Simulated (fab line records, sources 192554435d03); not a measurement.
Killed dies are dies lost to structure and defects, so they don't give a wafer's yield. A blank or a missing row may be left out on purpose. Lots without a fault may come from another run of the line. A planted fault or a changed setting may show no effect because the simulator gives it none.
A struck lot beside a sound one | flow n5_finfet | 16 steps out of a route of 1938
Sound: wafers L908.2, L908.4, L908.6. Struck: wafers L901.1, L901.2, L901.6. The cause comes at the end.
At each step with rows: each side's tool, then ch and its chambers, then its first start. Under that, the readings that differ: sound wafers | struck wafers | difference of the means | sigmas: that difference in standard deviations of wafers without a fault.
alike: readings whose means differ by less than 2 such deviations, and words and numbers that are the same on both sides. not compared: withheld readings, readings that some wafer has no value for, bounds like >300 that may hide the same value, and numbers for which the record gives no deviation and whose values overlap.
The two part at a step that has a row with sigmas, a row that says differs or no value, or rows on one side only. Numbers that don't overlap but have no deviation are shown without sigmas and don't part them. A reading that every wafer of one side lacks parts them only if that side has two wafers or more.

first, 1 step without rows for these wafers: N5_BEOL_M3_SRD_43 (time 30 s).
N5_BEOL_M3_CD_MEAS_35: target cd 18 nm, target cd y 21 nm.
  sound on cd_sem-03, day 12 23:49; struck on cd_sem-01, day 10 10:41
  alike: cd_nm
N5_BEOL_M3_DEGAS_44: time 60 s.
  sound on pvd_sputter-03, day 12 23:51; struck on pvd_sputter-01, day 10 11:08
  alike: heater_power_w
N5_BEOL_M3_PRE_CLEAN_45: time 30 s.
  sound on pvd_sputter-03, day 12 23:53; struck on pvd_sputter-01, day 10 11:11
  alike: heater_power_w
then, 4 steps without rows for these wafers: N5_BEOL_M3_ALD_84 (deposits TaN, pulse time 2 s, purge time 3 s, co reactant purge time 2 s); N5_BEOL_M3_SURFACE_TREAT_85; N5_BEOL_M3_CVD_47 (deposits Co from CCTBA/H2, target thk 3 nm, time 223.8 s); N5_BEOL_M3_SPUTTER_48 (material Cu, target thk 4.5 nm, time 8.29 s).
N5_BEOL_M3_ANNEAL_49: time 240 s.
  sound on pvd_sputter-03, day 13 00:31; struck on pvd_sputter-01, day 10 12:42
  alike: heater_power_w, susceptor_temp_C
N5_BEOL_M3_SPUTTER_79: material Cu, target thk 4.5 nm, time 8.29 s.
  sound on pvd_sputter-03, day 13 00:39; struck on pvd_sputter-01, day 10 12:50
  alike: chuck_sensor_temp_C, substrate_temp_c, throttle_valve_pct
N5_BEOL_M3_ANNEAL_80: time 240 s.
  sound on pvd_sputter-03, day 13 00:44; struck on pvd_sputter-01, day 10 12:55
  alike: heater_power_w, susceptor_temp_C
then, 1 step without rows for these wafers: N5_BEOL_M3_SPUTTER_81 (material Cu, target thk 4.5 nm, time 8.29 s).
N5_BEOL_M3_ANNEAL_82: time 240 s.
  sound on pvd_sputter-03, day 13 00:57; struck on pvd_sputter-01, day 10 13:08
  no value came back on the struck wafers for heater_power_w (W), susceptor_temp_C (C); on the sound wafers heater_power_w (W) reads 811 769 917
then, 1 step without rows for these wafers: N5_BEOL_M3_SPUTTER_86 (material Cu, target thk 4.5 nm, time 8.29 s).
N5_BEOL_M4_RC_MEAS_101:
  sound on prober-02 ch 0, day 13 14:22; struck on prober-01 ch 0, day 11 01:11
  reading       | sound                | struck               | difference | sigmas
  ION_N (uA/um) | 678 670 688          | 656 665 646          | -23        | -3
  VT_P (mV)     | -249.2 -249.8 -248.6 | -256.2 -252.3 -256.4 | -5.8       | -2
  alike: DIBL_N, DIBL_P, IOFF_N, IOFF_P, ION_P, SS_N, SS_P, VT_N
-- the record jumps here: 4 days lie between the struck wafers' starts before and after (it left off in module BEOL_M4 and takes up again in module PASSIVATION, whose first step shown is number 1936 of the route) --
N5_PASSIVATION_PROBE_49:
  sound on prober-01, day 17 22:40; struck on prober-01, day 15 03:13
  alike: defect_limited_yield, killed_at_M0_to_M3, killed_at_M4_up, killed_at_contacts, killed_at_front_end, killed_at_other, killed_dies, killed_on_rim, killed_open, killed_short, sort_bin_5_function, sort_bin_6_memory, sort_n_pass, sort_yield_pct

WHERE THEY PART
First at N5_BEOL_M3_ANNEAL_82; last, within this record, at N5_BEOL_M4_RC_MEAS_101. Later steps at which nothing parts them and some readings are alike: N5_PASSIVATION_PROBE_49.

WHY: what the simulator had put in
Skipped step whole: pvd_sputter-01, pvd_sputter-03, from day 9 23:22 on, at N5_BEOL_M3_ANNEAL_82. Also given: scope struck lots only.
